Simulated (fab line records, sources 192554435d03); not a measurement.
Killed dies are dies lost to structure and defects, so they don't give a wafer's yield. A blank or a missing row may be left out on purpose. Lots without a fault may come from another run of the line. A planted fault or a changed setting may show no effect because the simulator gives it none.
fab line records | flow n5_finfet
record lots=7 wafers=39
route steps=1938 shown BEOL_M12@1639 BEOL_M13@1673
start_h: hours from the record's first day to the start of the lot's first wafer shown | wait_h: hours since the lot's step before | " the same as in the row above | L1.1+2: a row that stands for several wafers | - no value, or no start given | * or withheld: withheld | < > ~ a bound
route shown NAME@n: a module of which the file shows steps, and the number in the route of the first | usual: mean/standard deviation of fault-free wafers | same: alike in all rows | chamber/n: place in a boat | sites: the reading at each site | _std_site: their standard deviation | _edge_site: outer sites' mean less inner sites' | radius_mm: how far each site lies from the wafer's centre | mask NAME#n: copy n | behind: the tool/chamber that last shaped the wafer | hold: why the lot was held/for how many hours/how that ended | device: the transistor (n, p or np) that didn't switch | end of line: the same wafers' tests at the end of the route | a step without rows: its recipe alone | killed: dies lost to structure and defects at the first sort, not the wafer's yield | map: a wafer's dies, x killed, . not, _ none there
set.NAME: the setting as run; set.NAME@STEP: as run at that earlier step | model.NAME: the simulator's own value behind a step, which no gauge read
lots whose settings were changed on purpose; a table a step, a row a wafer
## steps
# step N5_BEOL_M12_TRENCH_ETCH_34
# recipe chemistry=C4F8/O2/Ar target=SiOC target_depth_a=3189.5 mask_material=SOC pressure_mtorr=30 source_w=3000 bias_w=700 Ar_flow_sccm=400 C4F8_flow_sccm=15 O2_flow_sccm=8 he_inner_torr=15 he_outer_torr=30 time_s=125.5 ion_energy_ev=250
# columns lot.wafer tool chamber start_h wait_h set.target_depth_a model.etch.depth_nm
L074.2 rie_diel-02 1 247.87 0.0 3189.5 319.3
L074.5 " 2 " " 3189.5 321.4
L074.6 " 0 " " 3189.5 311.3
L082.1 rie_diel-06 0 293.09 0.0 3189.5 310.5
L082.2 " 3 " " 2416 239.1
L082.3 " 1 " " 2416 233.7
L082.4 " 0 " " 2416 234.6
L082.5 " 3 " " 3189.5 316.9
L082.6 " 1 " " 3189.5 311.2
L084.1 rie_diel-04 1 299.03 0.0 1822 184.9
L084.2 " 0 " " 1822 180.5
L084.3 " 3 " " 3189.5 321.7
L084.4 " 2 " " 3189.5 319.6
L084.5 " 2 " " 3189.5 317.3
L084.6 " 1 " " 1822 185.7
L085.1 rie_diel-06 2 307.06 0.0 2373 241.7
L085.2 " 3 " " 2373 235
L085.3 " 1 " " 2373 229.3
L085.4 " 0 " " 3189.5 309
L085.5 " 2 " " 3189.5 324.7
L085.6 " 1 " " 3189.5 308.6
L086.1 rie_diel-06 2 314.35 0.0 3189.5 327.5
L086.2 " 0 " " 3189.5 306
L086.3 " 3 " " 4593 451.9
L086.4 " 1 " " 4593 443.2
L086.5 " 1 " " 4593 442.8
L086.6 " 0 " " 3189.5 307.6
L089.1 rie_diel-04 0 341.03 0.0 3189.5 307.4
L089.2 " 1 " " 3189.5 323.7
L089.3 " 2 " " 4251 421.7
L089.4 " 3 " " 3189.5 323.9
L089.5 " 0 " " 4251 410
L089.6 " 3 " " 4251 435.7
L091.1 rie_diel-04 0 345.80 0.0 3189.5 312.4
L091.2 " 1 " " 3801 392.1
L091.3 " 2 " " 3189.5 320.5
L091.4 " 3 " " 3801 388
L091.5 " 0 " " 3189.5 311.7
L091.6 " 1 " " 3801 393.7
# step N5_BEOL_M12_STRIP_70
# recipe chemistry=C4F8/O2/Ar resist=SiARC rf_frequency_hz=6e+07
# step N5_BEOL_M12_OCD_MEAS_35
# usual trench_depth_nm=316/6.7
# columns lot.wafer tool chamber start_h wait_h set.target_depth_a@BEOL_M12_TRENCH_ETCH_34 trench_depth_nm
L074.2 ocd-01 - 248.03 0.0 3189.5 319
L074.5 " - " " 3189.5 321
L074.6 " - " " 3189.5 311
L082.1 ocd-02 - 293.24 0.0 3189.5 310
L082.2 " - " " 2416 239
L082.3 " - " " 2416 234
L082.4 " - " " 2416 235
L082.5 " - " " 3189.5 316
L082.6 " - " " 3189.5 311
L084.1 ocd-02 - 299.18 0.0 1822 185
L084.2 " - " " 1822 181
L084.3 " - " " 3189.5 322
L084.4 " - " " 3189.5 319
L084.5 " - " " 3189.5 317
L084.6 " - " " 1822 186
L085.1 ocd-01 - 307.22 0.0 2373 241
L085.2 " - " " 2373 235
L085.3 " - " " 2373 230
L085.4 " - " " 3189.5 309
L085.5 " - " " 3189.5 325
L085.6 " - " " 3189.5 309
L086.1 ocd-02 - 314.50 0.0 3189.5 328
L086.2 " - " " 3189.5 306
L086.3 " - " " 4593 452
L086.4 " - " " 4593 443
L086.5 " - " " 4593 442
L086.6 " - " " 3189.5 308
L089.1 ocd-02 - 341.18 0.0 3189.5 307
L089.2 " - " " 3189.5 323
L089.3 " - " " 4251 421
L089.4 " - " " 3189.5 324
L089.5 " - " " 4251 410
L089.6 " - " " 4251 436
L091.1 ocd-01 - 345.95 0.0 3189.5 313
L091.2 " - " " 3801 392
L091.3 " - " " 3189.5 321
L091.4 " - " " 3801 388
L091.5 " - " " 3189.5 312
L091.6 " - " " 3801 394
# step N5_BEOL_M12_STRIP_37
# recipe chemistry=N2/H2 power_w=1000 temp_c=250 h2_frac=0.65 overash_fraction=0.3 pressure_mtorr=withheld n2_flow_sccm=1750 h2_flow_sccm=3250
# step N5_BEOL_M12_ETCH_38
# recipe chemistry=CF4/N2 target=SiCN target_depth_a=687 taper_deg=2 time_s=73.4 ion_energy_ev=150 mask_material=SiO2 pressure_mtorr=40 source_w=430 bias_w=70 Ar_flow_sccm=100 cf4_flow_sccm=60 n2_flow_sccm=60
# step N5_BEOL_M12_ECD_47
# recipe material=Cu target_thk_a=7200
# step N5_BEOL_M12_ANNEAL_48
# recipe temp_c=225 time_s=90 ambient=N2
# step N5_BEOL_M12_CMP_49
# recipe stop_on=SiOC t_overpolish_s=20.6 down_force_psi=1 platen_rpm=50 clearing_platen_down_force_psi=1.5 clearing_platen_rpm=50 post_cmp_clean=cu_alkaline target_thk_nm=320 clearing_platen_pad_velocity_m_s=0.99484 pad_velocity_m_s=0.99484
# columns lot.wafer tool chamber start_h wait_h set.target_depth_a@BEOL_M12_TRENCH_ETCH_34 model.Cu_of_BEOL_M12_ECD_47.thk_nm
L074.2 cmp-01 2 250.97 0.3 3189.5 321
L074.5 " 0 " " 3189.5 319.6
L074.6 " 1 " " 3189.5 311.2
L082.3 cmp-02 1 297.88 0.2 2416 233.6
L082.4 " 2 " " 2416 235.2
L082.1 " 3 " " 3189.5 310.2
L082.2 " 0 " " 2416 240.8
L082.6 " 1 " " 3189.5 310.4
L082.5 " 2 " " 3189.5 317.4
L084.2 cmp-04 1 302.32 0.2 1822 180.4
L084.4 " 2 " " 3189.5 324.4
L084.1 " 3 " " 1822 185.8
L084.3 " 0 " " 3189.5 325.6
L084.6 " 1 " " 1822 183.8
L084.5 " 2 " " 3189.5 320.2
L085.2 cmp-01 2 309.02 0.4 2373 237.2
L085.1 " 3 " " 2373 242.4
L085.3 " 0 " " 2373 228.4
L085.4+6 " 1,2 " " 3189.5 310.2
L085.5 " 3 " " 3189.5 324.6
L086.3 cmp-02 1 316.44 0.2 4593 450.6
L086.1 " 2 " " 3189.5 327.6
L086.2 " 3 " " 3189.5 305.6
L086.4 " 0 " " 4593 444.8
L086.6 " 1 " " 3189.5 306.6
L086.5 " 2 " " 4593 442.6
L089.1 cmp-04 3 344.09 0.3 3189.5 306.6
L089.3 " 0 " " 4251 424.6
L089.2 " 1 " " 3189.5 324.2
L089.4 " 2 " " 3189.5 325.6
L089.6 " 3 " " 4251 435.2
L089.5 " 0 " " 4251 412.2
L091.4 cmp-04 0 348.19 0.1 3801 390
L091.3 " 1 " " 3189.5 319.8
L091.1 " 2 " " 3189.5 313.6
L091.2 " 3 " " 3801 391.2
L091.5 " 0 " " 3189.5 312.8
L091.6 " 1 " " 3801 393.2
# step N5_BEOL_M12_THK_MEAS_50
# recipe thk_meas_gauge=xrf reads=Cu_of_BEOL_M12_ECD_47
# usual M12_THK=320/6.9
# columns lot.wafer tool chamber start_h wait_h set.target_depth_a@BEOL_M12_TRENCH_ETCH_34 M12_THK[nm]
L074.2 film_metro-01 - 251.18 - 3189.5 324
L074.5 " - " " 3189.5 323
L074.6 " - " " 3189.5 315
L082.1 film_metro-02 - 298.18 - 3189.5 315
L082.2 " - " " 2416 244
L082.3 " - " " 2416 237
L082.4 " - " " 2416 240
L082.5 " - " " 3189.5 322
L082.6 " - " " 3189.5 316
L084.1 film_metro-02 - 302.62 - 1822 188
L084.2 " - " " 1822 182
L084.3 " - " " 3189.5 329
L084.4 " - " " 3189.5 328
L084.5 " - " " 3189.5 324
L084.6 " - " " 1822 186
L085.1 film_metro-02 - 309.31 - 2373 243
L085.2 " - " " 2373 237
L085.3 " - " " 2373 228
L085.4 " - " " 3189.5 312
L085.5 " - " " 3189.5 325
L085.6 " - " " 3189.5 312
L086.1 film_metro-01 - 316.73 - 3189.5 331
L086.2 " - " " 3189.5 309
L086.3 " - " " 4593 457
L086.4 " - " " 4593 451
L086.5 " - " " 4593 449
L086.6 " - " " 3189.5 312
L089.1 film_metro-02 - 344.38 - 3189.5 310
L089.2 " - " " 3189.5 328
L089.3 " - " " 4251 433
L089.4 " - " " 3189.5 331
L089.5 " - " " 4251 421
L089.6 " - " " 4251 442
L091.1 film_metro-01 - 348.48 - 3189.5 315
L091.2 " - " " 3801 391
L091.3 " - " " 3189.5 321
L091.4 " - " " 3801 390
L091.5 " - " " 3189.5 314
L091.6 " - " " 3801 394
# step N5_BEOL_M12_PRE_CLEAN_52
# recipe gas=NH3 time_s=15 temp_c=withheld rf_power_w=300
# step N5_BEOL_M12_DEP_53
# recipe material=SiCN target_thk_a=300 temp_c=withheld precursor=3MS/NH3 pressure_torr=3 rf_w=675 time_s=10.5
# step N5_BEOL_M12_RS_MEAS_54
# recipe thk_meas_gauge=four-point-probe reads=Cu_of_BEOL_M12_ECD_47+Ta_of_BEOL_M12_SPUTTER_44+TaN_of_BEOL_M12_SPUTTER_43
# usual M12_RS=0.0606/0.0013
# columns lot.wafer tool chamber start_h wait_h set.target_depth_a@BEOL_M12_TRENCH_ETCH_34 M12_RS[ohm/sq]
L074.2 film_metro-01 - 251.31 0.0 3189.5 0.0597
L074.5 " - " " 3189.5 0.0601
L074.6 " - " " 3189.5 0.0617
L082.1 film_metro-01 - 298.30 0.0 3189.5 0.0620
L082.2 " - " " 2416 0.0809
L082.3 " - " " 2416 0.0835
L082.4 " - " " 2416 0.0831
L082.5 " - " " 3189.5 0.0604
L082.6 " - " " 3189.5 0.0619
L084.1 film_metro-02 - 302.75 0.0 1822 0.1069
L084.2 " - " " 1822 0.1103
L084.3 " - " " 3189.5 0.0591
L084.4 " - " " 3189.5 0.0593
L084.5 " - " " 3189.5 0.0600
L084.6 " - " " 1822 0.1081
L085.1 film_metro-02 - 309.44 0.0 2373 0.0806
L085.2 " - " " 2373 0.0824
L085.3 " - " " 2373 0.0856
L085.4 " - " " 3189.5 0.0621
L085.5 " - " " 3189.5 0.0593
L085.6 " - " " 3189.5 0.0620
L086.1 film_metro-02 - 316.86 0.0 3189.5 0.0587
L086.2 " - " " 3189.5 0.0629
L086.3 " - " " 4593 0.0420
L086.4 " - " " 4593 0.0425
L086.5 " - " " 4593 0.0428
L086.6 " - " " 3189.5 0.0627
L089.1 film_metro-02 - 344.51 0.0 3189.5 0.0627
L089.2 " - " " 3189.5 0.0592
L089.3 " - " " 4251 0.0448
L089.4 " - " " 3189.5 0.0590
L089.5 " - " " 4251 0.0462
L089.6 " - " " 4251 0.0436
L091.1 film_metro-01 - 348.61 0.0 3189.5 0.0612
L091.2 " - " " 3801 0.0487
L091.3 " - " " 3189.5 0.0599
L091.4 " - " " 3801 0.0488
L091.5 " - " " 3189.5 0.0613
L091.6 " - " " 3801 0.0484
# step N5_BEOL_M13_ETCH_59
# recipe chemistry=N2/H2 target=BARC target_depth_a=890 overetch_a=267 time_s=67.9 ion_energy_ev=200 pressure_mtorr=30 source_w=840 bias_w=150 n2_flow_sccm=200 h2_flow_sccm=200
# columns lot.wafer tool chamber start_h wait_h set.time_s model.etch.depth_nm model.coat_of_BEOL_M13_COAT_04.thk_nm
L074.2 rie_diel-03 1 251.95 0.0 67.9 89.11 320.2
L074.5 " 0 " " 67.9 89.27 317.2
L074.6 " 3 " " 67.9 89.1 318.4
L082.1 rie_diel-01 2 299.10 0.0 67.9 89.52 319.6
L082.2 " 1 " " 67.9 89.46 322.8
L082.3 " 0 " " 67.9 89.41 315.6
L082.4 " 3 " " 67.9 89.53 319.4
L082.5 " 2 " " 67.9 89.56 319.6
L082.6 " 1 " " 67.9 89.48 322.8
L084.1 rie_diel-05 3 303.55 0.0 67.9 89.18 322.2
L084.2 " 1 " " 50.29 83.51 336
L084.3 " 2 " " 67.9 88.79 318.6
L084.4 " 0 " " 50.29 82.77 336.8
L084.5 " 2 " " 50.29 85.5 337.2
L084.6 " 1 " " 67.9 88.8 319
L085.1 rie_diel-01 1 310.29 0.0 67.9 89.22 321.4
L085.2 " 2 " " 40.12 69.78 344
L085.3 " 0 " " 40.12 74.28 343.6
L085.4 " 3 " " 67.9 89.22 318.4
L085.5 " 0 " " 67.9 89.46 315.4
L085.6 " 3 " " 40.12 67.93 344.6
L086.1 rie_diel-05 2 317.50 0.0 67.9 89.03 319.2
L086.2 " 3 " " 107.2 89.12 286
L086.3 " 0 " " 67.9 88.93 318.2
L086.4 " 1 " " 107.2 89 281.8
L086.5 " 1 " " 107.2 89.3 281.8
L086.6 " 0 " " 67.9 88.88 320.2
L089.1 rie_diel-01 2 345.15 0.0 67.9 88.62 316.2
L089.2 " 1 " " 38.79 63.48 345.2
L089.3 " 3 " " 38.79 66.62 343.2
L089.4 " 1 " " 67.9 88.8 319.4
L089.5 " 3 " " 67.9 88.88 315.8
L089.6 " 2 " " 38.79 66.92 344.6
L091.1 rie_diel-05 2 349.38 0.0 36.36 61.6 348.2
L091.2 " 0 " " 36.36 59.18 347
L091.3 " 3 " " 36.36 58.9 348.6
L091.4 " 1 " " 67.9 88.54 319
L091.5 " 3 " " 67.9 88.85 321.6
L091.6 " 2 " " 67.9 88.53 319.2
# step N5_BEOL_M13_VIA_ETCH_16
# recipe chemistry=C4F8/O2/Ar target=SiOC pressure_mtorr=30 source_w=3000 bias_w=700 Ar_flow_sccm=400 C4F8_flow_sccm=15 O2_flow_sccm=8 he_inner_torr=15 he_outer_torr=30 target_depth_a=9217 time_s=withheld ion_energy_ev=250 ends=cleared
# columns lot.wafer tool chamber start_h wait_h set.time_s@BEOL_M13_ETCH_59 model.coat_of_BEOL_M13_COAT_04.thk_nm
L074.2 rie_diel-03 1 252.00 0.0 * 77.4
L074.5 " 0 " " * 65.4
L074.6 " 3 " " * 73.8
L082.1 rie_diel-01 2 299.15 0.0 * 72.8
L082.2 " 1 " " * 79.4
L082.3 " 0 " " * 74.8
L082.4 " 3 " " * 66
L082.5 " 2 " " * 74.6
L082.6 " 1 " " * 77.6
L084.1 rie_diel-05 3 303.60 0.0 * 79
L084.2 " 1 " " * 92.8
L084.3 " 2 " " * 73.2
L084.4 " 0 " " * 91.4
L084.5 " 2 " " * 87.6
L084.6 " 1 " " * 72.2
L085.1 rie_diel-01 1 310.34 0.0 * 73
L085.2 " 2 " " * 101.4
L085.3 " 0 " " * 102.2
L085.4 " 3 " " * 65.6
L085.5 " 0 " " * 69
L085.6 " 3 " " * 96.4
L086.1 rie_diel-05 2 317.55 0.0 * 70
L086.2 " 3 " " * 43.6
L086.3 " 0 " " * 75.4
L086.4 " 1 " " * 34.6
L086.5 " 1 " " * 34.2
L086.6 " 0 " " * 66.8
L089.1 rie_diel-01 2 345.20 0.0 * 66.8
L089.2 " 1 " " * 101.8
L089.3 " 3 " " * 98.8
L089.4 " 1 " " * 73.2
L089.5 " 3 " " * 69.6
L089.6 " 2 " " * 89.8
L091.1 rie_diel-05 2 349.43 0.0 * 97
L091.2 " 0 " " * 105
L091.3 " 3 " " * 104.2
L091.4 " 1 " " * 74
L091.5 " 3 " " * 71.6
L091.6 " 2 " " * 64
# step N5_BEOL_M13_STRIP_63
# recipe chemistry=N2/H2 power_w=1000 temp_c=250 h2_frac=0.65 overash_fraction=0.3 pressure_mtorr=1000 n2_flow_sccm=1750 h2_flow_sccm=3250
# usual strip_time_to_endpoint_s=28.1/1.2
# columns lot.wafer tool chamber start_h wait_h set.time_s@BEOL_M13_ETCH_59 strip_time_to_endpoint_s
L074.2 plasma_asher-01 0 252.24 - 67.9 29.8
L074.5 " 0 " " 67.9 26.3
L074.6 " 1 " " 67.9 28.8
L082.1 plasma_asher-01 0 299.39 - 67.9 28.5
L082.2 " 1 " " 67.9 30.4
L082.3 " 1 " " 67.9 29.0
L082.4 " 0 " " 67.9 26.5
L082.5 " 1 " " 67.9 29.0
L082.6 " 0 " " 67.9 29.9
L084.1 plasma_asher-02 0 303.91 - 67.9 30.3
L084.2 " 1 " " 50.29 34.2
L084.3 " 1 " " 67.9 28.6
L084.4 " 0 " " 50.29 33.8
L084.5 " 1 " " 50.29 32.7
L084.6 " 0 " " 67.9 28.3
L085.1 plasma_asher-01 1 310.58 - 67.9 28.5
L085.2 " 0 " " 40.12 36.6
L085.3 " 0 " " 40.12 36.8
L085.4 " 1 " " 67.9 26.3
L085.5 " 0 " " 67.9 27.4
L085.6 " 1 " " 40.12 35.2
L086.1 plasma_asher-02 1 317.80 - 67.9 27.6
L086.2 " 0 " " 107.2 19.6
L086.3 " 1 " " 67.9 29.2
L086.4 " 0 " " 107.2 16.6
L086.5 " 0 " " 107.2 16.5
L086.6 " 1 " " 67.9 26.7
L089.1 plasma_asher-01 0 345.44 - 67.9 26.7
L089.2 " 1 " " 38.79 36.7
L089.3 " 1 " " 38.79 35.9
L089.4 " 0 " " 67.9 28.6
L089.5 " 1 " " 67.9 27.5
L089.6 " 0 " " 38.79 33.4
L091.1 plasma_asher-02 0 349.67 - 36.36 35.4
L091.2 " 1 " " 36.36 37.6
L091.3 " 1 " " 36.36 37.3
L091.4 " 0 " " 67.9 28.8
L091.5 " 1 " " 67.9 28.1
L091.6 " 0 " " 67.9 25.9
## key
split step=N5_BEOL_M12_TRENCH_ETCH_34 setting=target_depth_a stated=3189.5 by=wafer
response step=N5_BEOL_M12_TRENCH_ETCH_34 reading=model.etch.depth_nm change=+3.15 per=1% r=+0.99
response step=N5_BEOL_M12_OCD_MEAS_35 reading=trench_depth_nm change=+3.15 per=1% r=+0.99
response step=N5_BEOL_M12_CMP_49 reading=model.Cu_of_BEOL_M12_ECD_47.thk_nm change=+3.18 per=1% r=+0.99
response step=N5_BEOL_M12_THK_MEAS_50 reading=M12_THK change=+3.23 per=1% r=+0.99
response step=N5_BEOL_M12_RS_MEAS_54 reading=M12_RS change=-0.000731 per=1% r=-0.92
split step=N5_BEOL_M13_ETCH_59 setting=time_s stated=67.9 by=wafer
response step=N5_BEOL_M13_ETCH_59 reading=model.etch.depth_nm shape=bent at_lowest=59.89 at_stated=89.09 at_highest=89.14
response step=N5_BEOL_M13_ETCH_59 reading=model.coat_of_BEOL_M13_COAT_04.thk_nm change=-0.623 per=1% r=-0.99
response step=N5_BEOL_M13_VIA_ETCH_16 reading=model.coat_of_BEOL_M13_COAT_04.thk_nm change=-0.644 per=1% r=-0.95
response step=N5_BEOL_M13_STRIP_63 reading=strip_time_to_endpoint_s change=* per=1% r=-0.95
